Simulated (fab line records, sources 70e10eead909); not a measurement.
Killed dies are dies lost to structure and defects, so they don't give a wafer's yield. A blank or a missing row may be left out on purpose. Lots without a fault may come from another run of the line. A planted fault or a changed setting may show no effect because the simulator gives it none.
fab line records | flow nand_harc
record lots=24 wafers=72 last_day=25
route steps=1159 shown P_ZERO_WELL@19 P_GATE@145 P_CONTACT@218
lots that met no fault: from a run of the same line without faults
start_h: hours from the record's first day to the start of the lot's first wafer shown | wait_h: hours since the lot's step before | " the same as in the row above | L1.1+2: a row that stands for several wafers | - no value, or no start given | * or withheld: withheld | < > ~ a bound
route shown NAME@n: a module of which the file shows steps, and the number in the route of the first | usual: mean/standard deviation of fault-free wafers | same: alike in all rows | chamber/n: place in a boat | sites: the reading at each site | _std_site: their standard deviation | _edge_site: outer sites' mean less inner sites' | radius_mm: how far each site lies from the wafer's centre | mask NAME#n: copy n | behind: the tool/chamber that last shaped the wafer | hold: why the lot was held/for how many hours/how that ended | device: the transistor (n, p or np) that didn't switch | end of line: the same wafers' tests at the end of the route | a step without rows: its recipe alone | killed: dies lost to structure and defects at the first sort, not the wafer's yield | map: a wafer's dies, x killed, . not, _ none there
set.NAME: the setting as run; set.NAME@STEP: as run at that earlier step | model.NAME: the simulator's own value behind a step, which no gauge read
steps of the route over a sample of lots; a table a step, a row a wafer
services: from which hour (start_h, from the record's first day; less than 0 if before it) a tool's chamber was out of use, for how many hours, and why
## steps
# step NHARC_P_ZERO_WELL_ETCH_63
# recipe target_depth_a=1200 time_s=40.1 hbr_flow_sccm=150 cl2_flow_sccm=50 rf_w=400 icp_w=400 bias_w=100 chemistry=HBr/Cl2
# usual drypump_motor_current_A=5.6/0.46 he_backside_leak_sccm=2.57/0.22 oes_product_au=1.003/0.015 throttle_valve_pct=26.406/0.0083
# columns lot.wafer tool chamber start_h wait_h drypump_motor_current_A he_backside_leak_sccm oes_product_au rf_hours_counter_h throttle_valve_pct
L074.1 rie_si-05 2 13.56 - 5.8 2.50 0.997 1.0 26.414
L074.2 " 3 " " 6.3 2.57 0.988 1.0 26.399
L074.5 " 2 " " 5.8 2.43 0.994 - 26.407
L075.4 rie_si-01 2 19.67 - 5.8 3.18 1.023 0.7 26.402
L075.1 " 0 " " 6.2 2.79 1.009 0.4 26.395
L075.6 " 3 " " 4.7 2.41 0.993 - 26.413
L076.4 rie_si-02 3 25.78 - 5.5 2.91 0.992 1.1 26.394
L076.3 " 1 " " 5.6 2.88 1.005 1.2 26.405
L076.5 " 0 " " 5.8 2.29 1.011 - 26.405
L077.4 rie_si-01 0 31.89 - 6.2 2.84 1.017 0.5 26.410
L077.5 " 3 " " 4.7 2.58 0.990 - 26.405
L077.6 " 0 " " 6.2 2.83 1.015 - 26.404
L078.3 rie_si-05 0 37.66 - 4.9 2.50 1.011 1.0 26.408
L078.1 " 1 " " 5.7 2.49 1.002 1.4 26.404
L078.4 " 2 " " 5.8 2.65 1.010 1.2 26.410
L079.4 rie_si-02 1 43.68 - 5.6 2.69 0.983 0.0 26.389
L079.1 " 3 " " 5.5 2.81 0.976 0.0 26.400
L079.5 " 1 " " 5.6 2.71 0.996 - 26.414
L080.3 rie_si-02 1 49.69 - 5.6 2.88 0.995 0.1 26.403
L080.1 " 2 " " 5.6 2.50 0.984 0.0 26.416
L080.4 " 0 " " 5.8 2.39 1.016 0.1 26.406
L081.1 rie_si-05 0 55.67 - 4.9 2.49 1.004 1.1 26.406
L081.3 " 1 " " 5.7 2.36 1.010 1.5 26.392
L081.6 " 0 " " 4.9 2.39 0.999 - 26.418
L082.2 rie_si-01 3 61.53 - 4.7 2.33 1.003 1.1 26.415
L082.1 " 0 " " 6.1 2.69 1.012 0.8 26.417
L082.4 " 2 " " 5.8 2.84 1.003 1.2 26.395
L083.4 rie_si-01 0 67.68 - 6.2 2.68 1.020 0.8 26.407
L083.1 " 1 " " 6.0 2.38 1.006 0.9 26.429
L083.2 " 2 " " 5.8 2.97 1.015 1.3 26.409
L084.4 rie_si-01 1 73.70 - 6.1 2.56 0.986 1.0 26.415
L084.6 " 2 " " 5.8 2.98 1.002 - 26.413
L084.5 " 3 " " 4.7 2.44 1.003 - 26.406
L085.1 rie_si-02 1 79.55 - 5.6 2.94 1.005 0.3 26.415
L085.4 " 3 " " 5.4 2.82 0.988 0.3 26.403
L085.5 " 0 " " 5.8 2.36 1.011 - 26.413
L086.3 rie_si-05 2 85.69 - 5.8 2.45 1.016 0.1 26.403
L086.1 " 0 " " 4.9 2.60 1.018 0.1 26.415
L086.5 " 2 " " 5.8 2.53 1.019 - 26.407
L087.1 rie_si-05 1 91.63 - 5.7 2.31 1.026 0.1 26.414
L087.6 " 1 " " 5.7 2.32 1.031 - 26.382
L087.5 " 2 " " 5.8 2.50 1.008 - 26.408
L088.3 rie_si-05 3 97.66 - 6.3 2.64 0.986 0.1 26.404
L088.1 " 1 " " 5.6 2.26 1.024 0.2 26.408
L088.5 " 2 " " 5.8 2.52 1.008 - 26.410
L089.1 rie_si-05 3 103.67 - 6.3 2.63 0.978 0.2 26.416
L089.2 " 0 " " 4.9 2.53 1.002 0.2 26.407
L089.6 " 3 " " 6.3 2.77 0.973 - 26.403
L090.3 rie_si-02 1 109.55 - 5.6 2.80 0.995 0.6 26.392
L090.1 " 2 " " 5.6 2.51 0.976 0.5 26.412
L090.6 " 0 " " 5.8 2.33 1.005 - 26.422
L091.4 rie_si-05 0 115.68 - 4.9 2.76 1.011 0.4 26.414
L091.5 " 3 " " 6.3 2.56 0.984 - 26.403
L091.6 " 0 " " 4.9 2.66 1.010 - 26.392
L092.3 rie_si-01 0 121.65 - 6.2 2.83 0.997 1.3 26.404
L092.1 " 1 " " 6.1 2.61 1.006 1.5 26.418
L092.2 " 3 " " 4.7 2.58 1.005 1.7 26.413
L093.2 rie_si-05 0 127.64 - 4.9 2.68 1.013 0.5 26.398
L093.3 " 3 " " 6.2 2.60 0.984 0.5 26.390
L093.6 " 1 " " 5.7 2.42 1.025 - 26.396
L094.4 rie_si-05 0 133.55 - 4.9 2.69 1.021 0.6 26.402
L094.2 " 1 " " 5.7 2.38 1.025 0.5 26.406
L094.5 " 3 " " 6.2 2.60 0.982 - 26.409
L095.3 rie_si-05 2 139.63 - 5.9 2.45 0.996 0.5 26.405
L095.5 " 0 " " 4.9 2.56 1.016 - 26.400
L095.6 " 1 " " 5.7 2.35 1.004 - 26.412
L096.2 rie_si-01 1 145.65 - 6.0 2.32 1.004 0.1 26.412
L096.3 " 2 " " 5.8 2.93 1.030 0.1 26.401
L096.1 " 0 " " 6.2 2.80 1.011 0.1 26.404
L097.4 rie_si-02 0 151.52 - 5.8 2.36 1.018 0.9 26.405
L097.3 " 3 " " 5.5 2.96 0.987 0.9 26.404
L097.6 " 0 " " 5.8 2.28 1.007 - 26.411
# step NHARC_P_ZERO_WELL_DESCUM_26
# recipe time_s=3 o2_flow_sccm=200 ar_flow_sccm=0 bias_power_w=0 chemistry=O2
# usual drypump_motor_current_A=5.7/0.38 oes_product_au=1.005/0.012 rf_vpp_V=57.9/0.88 showerhead_plenum_p_Torr=1.95/0.072 throttle_valve_pct=11.312/0.0085
# columns lot.wafer tool chamber start_h wait_h drypump_motor_current_A oes_product_au rf_hours_counter_h rf_vpp_V showerhead_plenum_p_Torr throttle_valve_pct
L074.2 rie_diel-08 2 14.64 - 5.7 1.021 3.0 57.4 1.92 11.308
L074.1 " 3 " " 6.0 0.982 2.8 58.1 1.90 11.311
L074.5 " 2 " " 5.7 1.030 - 59.2 1.92 11.324
L075.1 rie_diel-12 3 20.75 - 6.1 0.989 11.0 56.6 1.86 11.314
L075.4 " 3 " " 6.1 0.998 - 57.2 1.86 11.316
L075.6 " 1 " " 6.3 0.989 - 57.3 2.03 11.314
L076.4 rie_diel-08 1 26.90 - 5.3 1.005 3.8 57.9 1.80 11.312
L076.3 " 2 " " 5.7 1.022 4.3 58.5 1.92 11.302
L076.5 " 0 " " 6.0 0.997 - 57.7 2.00 11.301
L077.4 rie_diel-08 0 32.85 - 6.0 1.000 4.7 58.5 2.00 11.310
L077.5 " 0 " " 6.0 0.995 - 59.0 2.00 11.319
L077.6 " 1 " " 5.4 0.991 - 56.7 1.80 11.307
L078.1 rie_diel-12 3 38.75 - 6.1 1.010 0.6 58.0 1.86 11.313
L078.3 " 1 " " 6.2 1.020 0.4 57.4 2.03 11.312
L078.4 " 2 " " 5.1 1.006 0.4 59.1 1.94 11.310
L079.1 rie_diel-11 3 44.64 - 5.4 0.983 1.6 58.2 1.95 11.328
L079.4 " 1 " " 5.2 1.013 1.6 58.6 1.94 11.325
L079.5 " 2 " " 5.6 0.997 - 57.5 1.98 11.310
L080.3 rie_diel-11 3 50.65 - 5.4 0.997 1.8 57.4 1.95 11.324
L080.1 " 0 " " 5.4 1.025 2.1 58.5 2.01 11.309
L080.4 " 2 " " 5.6 0.999 1.5 58.7 1.98 11.309
L081.1 rie_diel-08 1 56.64 - 5.3 0.999 5.2 58.2 1.80 11.310
L081.3 " 3 " " 6.0 0.993 5.3 57.1 1.90 11.307
L081.6 " 1 " " 5.3 1.004 - 57.3 1.80 11.309
L082.1 rie_diel-11 2 62.50 - 5.6 1.010 1.8 57.2 1.98 11.315
L082.4 " 0 " " 5.4 1.026 2.5 58.9 2.01 11.314
L082.2 " 1 " " 5.2 1.013 2.1 58.3 1.94 11.316
L083.4 rie_diel-12 1 68.75 - 6.3 1.007 2.7 58.0 2.03 11.321
L083.1 " 3 " " 6.1 0.994 3.1 58.1 1.86 11.298
L083.2 " 0 " " 5.7 1.017 3.2 58.6 2.06 11.311
L084.4 rie_diel-08 3 74.75 - 6.0 0.979 6.7 55.7 1.90 11.309
L084.5 " 3 " " 6.0 0.983 - 57.0 1.90 11.305
L084.6 " 0 " " 6.0 0.998 - 57.2 2.00 11.308
L085.4 rie_diel-08 3 80.51 - 6.1 0.989 7.2 57.8 1.90 11.308
L085.1 " 1 " " 5.3 0.990 7.5 56.9 1.80 11.315
L085.5 " 3 " " 6.0 0.989 - 57.3 1.90 11.296
L086.3 rie_diel-12 3 86.65 - 6.1 1.005 4.0 57.0 1.86 11.312
L086.1 " 1 " " 6.3 1.026 3.9 58.3 2.03 11.324
L086.5 " 3 " " 6.1 1.000 - 57.7 1.86 11.315
L087.1 rie_diel-08 3 92.76 - 6.0 0.980 8.4 56.3 1.90 11.310
L087.5 " 0 " " 6.0 0.996 - 57.6 2.00 11.303
L087.6 " 1 " " 5.3 0.985 - 56.4 1.80 11.315
L088.1 rie_diel-08 0 98.74 - 6.0 0.997 8.8 58.4 2.00 11.328
L088.3 " 1 " " 5.3 0.991 8.5 57.0 1.80 11.302
L088.5 " 3 " " 6.0 0.977 - 58.0 1.90 11.322
L089.1 rie_diel-12 0 104.79 - 5.7 1.022 6.7 58.8 2.06 11.303
L089.2 " 1 " " 6.3 1.025 5.9 58.0 2.03 11.318
L089.6 " 0 " " 5.8 1.019 - 59.0 2.06 11.314
L090.1 rie_diel-12 3 110.62 - 6.1 1.017 6.5 56.9 1.86 11.305
L090.3 " 2 " " 5.1 1.000 5.7 59.0 1.94 11.307
L090.6 " 3 " " 6.1 1.015 - 56.4 1.86 11.313
L091.4 rie_diel-11 1 116.76 - 5.2 1.001 6.6 57.7 1.93 11.298
L091.5 " 0 " " 5.4 1.004 - 58.4 2.01 11.302
L091.6 " 1 " " 5.2 0.993 - 58.7 1.94 11.317
L092.1 rie_diel-11 1 122.76 - 5.2 1.019 6.8 57.3 1.93 11.310
L092.3 " 2 " " 5.6 1.006 6.2 58.1 1.98 11.311
L092.2 " 3 " " 5.4 1.008 6.5 58.7 1.95 11.303
L093.3 rie_diel-12 1 128.73 - 6.3 1.016 7.3 57.7 2.03 11.315
L093.2 " 2 " " 5.1 0.995 7.3 56.8 1.94 11.310
L093.6 " 2 " " 5.1 1.001 - 58.4 1.94 11.335
L094.2 rie_diel-12 0 134.51 - 5.7 1.012 8.3 58.0 2.06 11.302
L094.4 " 1 " " 6.3 1.012 7.5 58.1 2.03 11.333
L094.5 " 3 " " 6.1 1.014 - 58.1 1.86 11.331
L095.3 rie_diel-11 0 140.71 - 5.4 1.026 7.9 56.4 2.01 11.299
L095.5 " 3 " " 5.4 1.009 - 58.1 1.94 11.295
L095.6 " 0 " " 5.4 1.019 - 57.1 2.01 11.315
L096.2 rie_diel-12 1 146.75 - 6.3 1.008 8.3 58.2 2.03 11.302
L096.1 " 2 " " 5.1 0.997 8.3 57.5 1.94 11.306
L096.3 " 3 " " 6.1 1.009 8.9 56.9 1.86 11.326
L097.4 rie_diel-12 0 152.49 - 5.7 1.013 9.1 59.2 2.06 11.303
L097.3 " 2 " " 5.1 1.002 8.4 57.6 1.94 11.328
L097.6 " 0 " " 5.7 1.016 - 59.0 2.06 11.303
# step NHARC_P_GATE_ETCH_104
# recipe target_depth_a=600 time_s=withheld cf4_flow_sccm=100 chf3_flow_sccm=30 ar_flow_sccm=0 rf_w=500 bias_w=200 chemistry=CF4/CHF3
# usual cf4_flow_sccm=100.02/0.29 drypump_motor_current_A=5.8/0.46 oes_product_au=0.952/0.02 rf_vpp_V=370.9/1.9 showerhead_plenum_p_Torr=1.58/0.052 throttle_valve_pct=16.804/0.009
# columns lot.wafer tool chamber start_h wait_h cf4_flow_sccm drypump_motor_current_A oes_product_au rf_vpp_V showerhead_plenum_p_Torr throttle_valve_pct
L074.2 rie_diel-02 3 92.65 0.1 99.84 5.3 0.969 369.3 1.56 16.819
L074.1 " 1 " " 100.40 6.2 0.967 370.6 1.58 16.784
L074.5 " 2 " " 99.91 5.8 0.945 370.8 1.61 16.791
L075.4 rie_diel-07 2 92.92 0.1 100.23 5.9 0.939 370.6 1.59 16.805
L075.1 " 3 " " 99.81 6.2 0.916 373.7 1.67 16.792
L075.6 " 1 " " 100.14 5.6 0.940 371.1 1.63 16.797
L077.4 rie_diel-02 0 104.57 0.1 99.58 6.0 0.958 369.3 1.53 16.798
L077.5 " 2 " " 100.11 5.7 0.948 372.0 1.60 16.805
L077.6 " 3 " " 99.55 5.3 0.979 370.0 1.56 16.809
L076.3 rie_diel-07 0 104.72 0.1 100.01 5.5 0.965 372.8 1.64 16.792
L076.4 " 1 " " 99.78 5.7 0.975 372.3 1.62 16.812
L076.5 " 2 " " 99.81 5.9 0.994 371.5 1.59 16.795
L079.4 rie_diel-07 2 113.19 0.2 100.54 5.9 0.959 372.3 1.59 16.792
L079.1 " 0 " " 100.14 5.5 0.955 372.9 1.64 16.798
L079.5 " 2 " " 100.25 5.9 0.964 371.0 1.59 16.817
L078.1 rie_diel-02 2 113.26 0.1 99.56 5.8 0.946 372.3 1.60 16.788
L078.3 " 3 " " 100.11 5.3 0.951 368.9 1.56 16.804
L078.4 " 0 " " 99.80 6.0 0.928 368.4 1.53 16.799
L081.3 rie_diel-04 2 130.10 0.1 99.99 5.8 0.959 368.8 1.54 16.800
L081.1 " 3 " " 100.01 6.6 0.949 373.6 1.65 16.788
L081.6 " 2 " " 99.64 5.8 0.948 369.8 1.54 16.809
L080.1 rie_diel-04 2 130.63 0.1 99.67 5.8 0.961 368.5 1.54 16.811
L080.3 " 0 " " 99.80 4.8 0.924 367.8 1.50 16.809
L080.4 " 1 " " 100.09 5.7 0.949 372.2 1.62 16.812
L082.1 rie_diel-02 1 141.38 0.1 100.43 6.2 0.988 372.0 1.57 16.804
L082.2 " 3 " " 100.36 5.3 0.962 370.5 1.56 16.803
L082.4 " 0 " " 99.91 6.0 0.958 368.9 1.52 16.807
L083.1 rie_diel-02 2 141.97 0.1 99.58 5.7 0.917 371.1 1.60 16.803
L083.4 " 3 " " 100.23 5.3 0.952 369.9 1.56 16.814
L083.2 " 0 " " 99.84 6.0 0.914 370.3 1.52 16.797
L084.4 rie_diel-04 0 152.33 0.3 100.16 4.8 0.916 367.9 1.49 16.804
L084.6 " 3 " " 99.92 6.6 0.935 373.9 1.65 16.795
L084.5 " 0 " " 100.14 4.8 0.918 368.2 1.49 16.804
L085.4 rie_diel-04 3 152.72 0.4 100.11 6.6 0.940 373.7 1.65 16.805
L085.1 " 0 " " 99.82 4.8 0.928 367.2 1.49 16.806
L085.5 " 1 " " 99.62 5.7 0.956 371.1 1.62 16.811
L088.3 rie_diel-04 0 169.63 0.1 100.14 4.8 0.926 367.1 1.49 16.815
L088.1 " 2 " " 100.20 5.8 0.934 368.3 1.53 16.792
L088.5 " 3 " " 99.24 6.5 0.937 373.2 1.65 16.809
L086.3 rie_diel-07 1 169.88 0.1 100.07 5.7 0.975 373.6 1.62 16.803
L086.1 " 3 " " 99.47 6.2 0.929 374.8 1.66 16.792
L086.5 " 0 " " 99.96 5.5 0.943 371.8 1.64 16.812
L087.1 rie_diel-07 2 170.24 0.1 100.41 5.9 0.945 371.5 1.58 16.807
L087.5 " 3 " " 100.45 6.2 0.935 372.5 1.66 16.796
L087.6 " 0 " " 100.15 5.5 0.927 373.1 1.64 16.807
L089.1 rie_diel-02 3 187.78 0.1 100.05 5.3 0.945 370.9 1.56 16.793
L089.2 " 2 " " 99.96 5.8 0.959 370.7 1.60 16.805
L089.6 " 0 " " 99.95 6.0 0.964 368.8 1.52 16.781
L090.1 rie_diel-04 2 188.43 0.1 100.17 5.8 0.955 368.8 1.53 16.797
L090.3 " 0 " " 99.79 4.8 0.946 366.7 1.49 16.794
L090.6 " 2 " " 100.29 5.8 0.957 369.4 1.53 16.805
L091.4 rie_diel-04 0 192.95 0.1 100.29 4.8 0.941 368.2 1.49 16.817
L091.5 " 0 " " 100.41 4.8 0.932 367.1 1.49 16.797
L091.6 " 1 " " 100.13 5.7 0.929 373.1 1.62 16.815
L092.2 rie_diel-02 2 193.83 0.1 99.34 5.8 0.981 371.7 1.60 16.800
L092.3 " 3 " " 99.78 5.3 0.961 369.6 1.56 16.802
L092.1 " 0 " " 99.84 6.0 0.974 368.9 1.52 16.803
L093.2 rie_diel-04 2 200.31 0.2 100.61 5.7 0.962 370.3 1.53 16.798
L093.3 " 0 " " 99.83 4.8 0.944 370.6 1.49 16.802
L093.6 " 2 " " 100.05 5.7 0.949 370.7 1.53 16.811
L094.4 rie_diel-04 1 208.26 0.1 100.24 5.7 0.948 371.8 1.62 16.802
L094.2 " 2 " " 100.82 5.8 0.966 368.9 1.53 16.807
L094.5 " 0 " " 100.37 4.8 0.970 367.4 1.49 16.806
L095.3 rie_diel-04 2 215.41 0.1 100.04 5.8 0.979 367.6 1.53 16.798
L095.6 " 1 " " 99.46 5.7 0.986 372.0 1.62 16.799
L095.5 " 2 " " 100.01 5.7 0.975 368.8 1.53 16.803
L096.3 rie_diel-02 3 222.97 0.1 100.47 5.2 0.975 370.1 1.55 16.805
L096.1 " 0 " " 100.15 6.0 0.972 369.4 1.52 16.797
L096.2 " 1 " " 100.28 6.2 0.962 370.3 1.57 16.815
L097.4 rie_diel-04 1 223.12 0.1 100.32 5.7 0.920 372.3 1.62 16.810
L097.3 " 0 " " 100.17 4.8 0.927 368.5 1.49 16.819
L097.6 " 1 " " 100.04 5.7 0.918 373.4 1.62 16.805
# step NHARC_P_CONTACT_DEP_00
# recipe target_thk_a=5000 temp_c=400 pressure_torr=6.5 rf_w=900 teos_flow_sccm=161.4 flow_sccm=2650 target_thk_nm=500 gas=O2 material=SiO2
# usual heater_power_w=535/82 showerhead_vpp_V=1859/71 throttle_valve_pct=16.1/0.67
# columns lot.wafer tool chamber start_h wait_h heater_power_w showerhead_vpp_V throttle_valve_pct
L074.1 pecvd-03 2 - - 532 1880 15.4
L074.2 " 0 " " 451 1816 17.3
L074.5 " 0 " " 480 1850 17.4
L075.1 pecvd-04 0 - - 556 1884 15.8
L075.4 " 0 " " 562 1846 15.6
L075.6 " 2 " " 642 1779 15.4
L077.6 pecvd-01 1 - - 641 1898 15.2
L077.5 " 2 " " 618 1743 15.9
L077.4 " 0 " " 472 1959 16.2
L076.3 pecvd-03 2 - - 579 1878 15.3
L076.4 " 0 " " 505 1844 16.9
L076.5 " 1 " " 574 1767 16.5
L078.1 pecvd-04 1 - - 505 1933 17.0
L078.3 " 2 " " 689 1785 15.4
L078.4 " 0 " " 532 1838 15.9
L079.1 pecvd-03 2 - - 579 1871 15.5
L079.4 " 0 " " 375 1854 17.0
L079.5 " 2 " " 583 1896 15.2
L081.1 pecvd-01 2 - - 623 1785 16.1
L081.3 " 0 " " 376 2011 16.2
L081.6 " 0 " " 420 1997 16.1
L080.1 pecvd-04 0 149.83 0.3 453 1858 15.7
L080.3 " 0 " " 478 1860 15.7
L080.4 " 1 " " 450 1916 17.0
L082.1 pecvd-04 2 - - 619 1809 15.6
L082.2 " 0 " " 574 1856 15.7
L082.4 " 0 " " 434 1850 15.9
L083.1 pecvd-03 0 - - 481 1848 17.1
L083.2 " 2 " " 564 1842 15.2
L083.4 " 0 " " 496 1813 16.5
L084.4 pecvd-03 0 - - 468 1862 16.8
L084.6 " 1 " " 518 1748 16.8
L084.5 " 2 " " 566 1882 15.2
L085.1 pecvd-01 0 - - 398 1986 16.3
L085.5 " 2 " " 620 1754 16.1
L085.4 " 1 " " 632 1907 15.4
L088.1 pecvd-03 0 - - 487 1813 17.1
L088.3 " 1 " " 593 1773 16.9
L088.5 " 2 " " 583 1887 15.4
L086.3 pecvd-04 2 - - 691 1797 15.7
L086.1 " 1 " " 490 1920 17.0
L086.5 " 1 " " 512 1943 17.0
L087.1 pecvd-01 2 - - 590 1783 16.1
L087.5 " 1 " " 639 1837 15.4
L087.6 " 0 " " 366 2002 16.6
L089.2 pecvd-01 2 - - 592 1771 16.1
L089.1 " 0 " " 495 2027 16.5
L089.6 " 0 " " 358 1992 16.3
L090.3 pecvd-03 0 - - 505 1858 16.9
L090.1 " 1 " " 506 1796 16.6
L090.6 " 0 " " 380 1838 16.6
L091.4 pecvd-01 1 - - 627 1879 15.5
L091.6 " 2 " " 499 1804 16.2
L091.5 " 0 " " 382 1997 16.5
L092.3 pecvd-03 1 - - 611 1766 16.9
L092.2 " 2 " " 548 1896 15.4
L092.1 " 0 " " 386 1820 16.9
L093.3 pecvd-01 2 - - 531 1799 15.9
L093.2 " 1 " " 635 1876 15.6
L093.6 " 1 " " 671 1876 15.4
L094.2 pecvd-01 2 - - 551 1782 16.1
L094.5 " 2 " " 583 1772 16.2
L094.4 " 0 " " 498 1995 16.2
L095.3 pecvd-01 2 - - 619 1788 16.2
L095.6 " 1 " " 514 1879 15.3
L095.5 " 2 " " 468 1772 16.0
L096.2 pecvd-04 0 - - 475 1873 15.0
L096.1 " 1 " " 456 1970 16.6
L096.3 " 2 " " 647 1796 15.3
L097.3 pecvd-03 1 - - 548 1782 17.1
L097.6 " 0 " " 376 1782 17.1
L097.4 " 2 " " 616 1892 15.5
# step NHARC_P_CONTACT_CD_MEAS_12
# recipe target_cd_nm=90 landing_energy_ev=500
# usual cd_nm=89.7/0.62
# columns lot.wafer tool chamber start_h wait_h cd_nm
L074.1 cd_sem-01 0 112.40 - 89.0
L074.2 " 0 " " 90.1
L074.5 " 0 " " 88.5
L075.1 cd_sem-03 0 113.41 - 89.8
L075.4 " 0 " " 89.9
L075.6 " 0 " " 90.8
L077.4 cd_sem-02 0 124.92 - 90.6
L077.5 " 0 " " 89.5
L077.6 " 0 " " 90.8
L076.3 cd_sem-03 0 126.02 - 89.9
L076.4 " 0 " " 90.4
L076.5 " 0 " " 91.5
L078.1 cd_sem-03 0 132.80 - 89.5
L078.3 " 0 " " 89.8
L078.4 " 0 " " 90.2
L079.1 cd_sem-02 0 133.14 - 89.9
L079.4 " 0 " " 89.8
L079.5 " 0 " " 89.9
L081.1 cd_sem-03 0 150.11 - 90.1
L081.3 " 0 " " 90.3
L081.6 " 0 " " 89.5
L080.1 cd_sem-03 0 151.27 - 88.7
L080.3 " 0 " " 89.4
L080.4 " 0 " " 90.1
L082.1 cd_sem-02 0 161.66 - 89.9
L082.2 " 0 " " 89.9
L082.4 " 0 " " 89.8
L083.1 cd_sem-02 0 162.28 - 89.0
L083.2 " 0 " " 89.9
L083.4 " 0 " " 89.4
L084.4 cd_sem-02 0 172.50 - 90.1
L084.5 " 0 " " 89.8
L084.6 " 0 " " 89.1
L085.1 cd_sem-03 0 173.31 - 90.3
L085.4 " 0 " " 89.4
L085.5 " 0 " " 90.2
L088.1 cd_sem-01 0 189.93 - 89.4
L088.3 " 0 " " 90.9
L088.5 " 0 " " 90.1
L086.1 cd_sem-03 0 191.08 - 88.9
L086.3 " 0 " " 89.6
L086.5 " 0 " " 88.8
L087.1 cd_sem-02 0 191.79 - 89.3
L087.5 " 0 " " 88.8
L087.6 " 0 " " 89.8
L089.1 cd_sem-03 0 207.69 - 89.1
L089.2 " 0 " " 88.8
L089.6 " 0 " " 89.0
L090.1 cd_sem-02 0 208.56 - 89.4
L090.3 " 0 " " 90.5
L090.6 " 0 " " 89.6
L091.4 cd_sem-01 0 214.05 - 89.4
L091.5 " 0 " " 89.8
L091.6 " 0 " " 89.6
L092.1 cd_sem-02 0 215.83 - 89.6
L092.2 " 0 " " 89.2
L092.3 " 0 " " 89.4
L093.2 cd_sem-03 0 220.37 - 89.4
L093.3 " 0 " " 90.0
L093.6 " 0 " " 89.3
L094.2 cd_sem-01 0 227.96 - 90.1
L094.4 " 0 " " 89.0
L094.5 " 0 " " 90.5
L095.3 cd_sem-03 0 234.88 - 89.3
L095.5 " 0 " " 90.9
L095.6 " 0 " " 89.9
L096.1 cd_sem-01 0 243.28 - 90.4
L096.2 " 0 " " 89.8
L096.3 " 0 " " 89.9
L097.3 cd_sem-03 0 243.66 - 89.8
L097.4 " 0 " " 89.3
L097.6 " 0 " " 89.0
# step NHARC_P_CONTACT_OVL_MEAS_13
# usual overlay_x_nm=0.0/0.83 overlay_y_nm=0.3/0.87
# columns lot.wafer tool chamber start_h wait_h overlay_x_nm overlay_y_nm
L074.1 overlay-02 - 112.49 - 0.0 0.0
L074.2 " - " " -1.0 -0.4
L074.5 " - " " -0.6 -0.5
L075.1 overlay-01 - 113.50 - -0.2 -0.5
L075.4 " - " " -0.2 -0.6
L075.6 " - " " -0.2 -0.3
L077.4 overlay-01 - 125.00 - -0.4 0.2
L077.5 " - " " -0.8 0.6
L077.6 " - " " -0.2 0.0
L076.3 overlay-02 - 126.10 - -0.1 1.2
L076.4 " - " " -0.4 1.1
L076.5 " - " " -0.5 1.3
L078.1 overlay-02 - 132.89 - 1.5 -0.8
L078.3 " - " " 2.0 -1.0
L078.4 " - " " 1.1 -0.6
L079.1 overlay-01 - 133.23 - -0.4 -0.4
L079.4 " - " " -0.4 -0.7
L079.5 " - " " -0.8 0.2
L081.1 overlay-01 - 150.19 - 0.3 -0.4
L081.3 " - " " 0.1 -0.6
L081.6 " - " " -0.5 -0.3
L080.1 overlay-02 - 151.36 - 1.3 1.3
L080.3 " - " " 0.3 1.4
L080.4 " - " " 0.9 1.9
L082.1 overlay-02 - 161.74 - -0.5 1.0
L082.2 " - " " -0.3 0.7
L082.4 " - " " 0.2 1.0
L083.1 overlay-02 - 162.37 - 0.6 0.9
L083.2 " - " " 1.1 0.7
L083.4 " - " " 0.0 0.5
L084.4 overlay-02 - 172.59 - 0.4 1.1
L084.5 " - " " -0.4 0.4
L084.6 " - " " 0.1 0.3
L085.1 overlay-01 - 173.40 - -1.5 -0.1
L085.4 " - " " -1.7 0.4
L085.5 " - " " -1.7 -0.2
L088.1 overlay-02 - 190.02 - 0.7 0.4
L088.3 " - " " 1.3 0.8
L088.5 " - " " 1.1 0.1
L086.1 overlay-01 - 191.17 - 0.5 1.5
L086.3 " - " " 0.3 1.7
L086.5 " - " " 0.8 1.3
L087.1 overlay-02 - 191.88 - 1.2 1.2
L087.5 " - " " 1.1 0.7
L087.6 " - " " 1.4 1.2
L089.1 overlay-02 - 207.80 - -2.1 1.2
L089.2 " - " " -2.0 0.6
L089.6 " - " " -2.2 1.1
L090.1 overlay-01 - 208.65 - -0.7 -1.8
L090.3 " - " " -0.3 -1.5
L090.6 " - " " -0.6 -1.8
L091.4 overlay-01 - 214.13 - -0.5 -0.5
L091.5 " - " " -0.9 -0.2
L091.6 " - " " -0.1 0.1
L092.1 overlay-01 - 215.92 - -0.2 1.1
L092.2 " - " " 0.7 0.9
L092.3 " - " " 0.3 1.0
L093.2 overlay-02 - 220.45 - -0.4 -1.1
L093.3 " - " " -0.2 -0.7
L093.6 " - " " 0.2 -0.2
L094.2 overlay-02 - 228.05 - -0.4 1.5
L094.4 " - " " -0.3 1.5
L094.5 " - " " 0.3 1.7
L095.3 overlay-02 - 234.98 - 0.3 -0.2
L095.5 " - " " 0.1 -0.1
L095.6 " - " " 0.0 0.0
L096.1 overlay-01 - 243.36 - 0.9 0.2
L096.2 " - " " 0.5 0.2
L096.3 " - " " 0.4 -0.2
L097.3 overlay-02 - 243.74 - 0.9 0.3
L097.4 " - " " 0.7 -0.1
L097.6 " - " " 0.7 0.4
## services
# columns tool chamber start_h hours kind
rie_si-05 3 -7.77 8.8 repair
rie_diel-02 - 15.76 0.8 repair
rie_diel-12 2 19.39 2.9 repair
rie_diel-12 - 25.40 9.0 pm
pecvd-01 - 28.71 1.0 repair
rie_diel-12 - 38.03 0.2 repair
rie_diel-08 2 53.15 6.8 repair
pecvd-01 - 56.45 13.0 pm
rie_si-05 - 62.00 9.0 pm
rie_diel-04 2 68.24 6.1 repair
rie_diel-02 2 76.52 9.1 repair
rie_diel-04 1 86.16 35.7 repair
rie_si-05 2 101.58 2.4 repair
rie_diel-04 2 109.67 10.2 repair
pecvd-03 - 111.48 13.0 pm
rie_diel-04 - 112.27 9.0 pm
pecvd-01 - 132.49 0.3 repair
rie_diel-12 - 153.12 1.3 repair
rie_diel-12 1 165.50 4.3 repair
rie_diel-04 0 177.00 7.6 repair
rie_diel-12 - 202.40 9.0 pm
pecvd-03 - 233.74 1.1 repair
pecvd-01 - 237.50 13.0 pm
rie_si-05 - 239.00 9.0 pm
## key
fault none
